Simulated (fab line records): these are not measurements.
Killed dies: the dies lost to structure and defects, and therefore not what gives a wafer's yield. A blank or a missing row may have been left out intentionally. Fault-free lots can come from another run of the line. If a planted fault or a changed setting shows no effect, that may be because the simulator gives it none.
Chamber matching    flow n5-finfet    cvd-co-02 running N5_BEOL_M0_CO_CAP_123: 3 sister chambers
The step material Co, precursor CCTBA/H2, target thk 2 nm, time 102.1 s. 6 wafers are shown with their chamber, then 12 later ones without.

== EACH WAFER AND ITS CHAMBER ==
wafer   chamber  heater-power-w (W)  susceptor-temp-C (C)
L088.1  0        212                 200.01
L088.3  1        263                 200.16
L088.4  2        188                 200.19
L089.4  1        274                 199.88
L089.5  0        220                 200.04
L089.6  2        191                 200.11

== WAFERS WITH NO CHAMBER GIVEN ==
wafer   heater-power-w (W)  susceptor-temp-C (C)
L090.1  214                 200.26
L090.2  265                 199.95
L090.3  193                 200.09
L091.1  190                 199.85
L091.3  217                 199.65
L091.6  222                 199.95
L092.1  191                 200.18
L092.4  194                 200.29
L092.5  225                 199.70
L097.2  192                 200.28
L097.3  218                 200.03
L097.5  221                 199.98

== EACH ONE'S CHAMBER ==
wafer   from the rows above  in truth
L090.1  0                    0
L090.2  1                    1
L090.3  2                    2
L091.1  2                    2
L091.3  0                    0
L091.6  0                    0
L092.1  2                    2
L092.4  2                    2
L092.5  0                    0
L097.2  2                    2
L097.3  0                    0
L097.5  0                    0
Placed correctly: 12 of 12. Not placeable from these rows: 0. 0 placed wrongly.
How it was worked out, from the rows above alone: a wafer's distance from a chamber is the root of the sum, over the readings, of the square of ((its reading less the chamber's mean) divided by the reading's scatter). If the next closest chamber is less than 2 further off than the closest, the wafer can't be placed; otherwise it belongs to the closest. Each chamber's mean is taken over the wafers shown for it. The scatter: take each reading less its chamber's mean, square it, sum over the shown wafers, divide by the number of wafers less the number of chambers, and take the root.
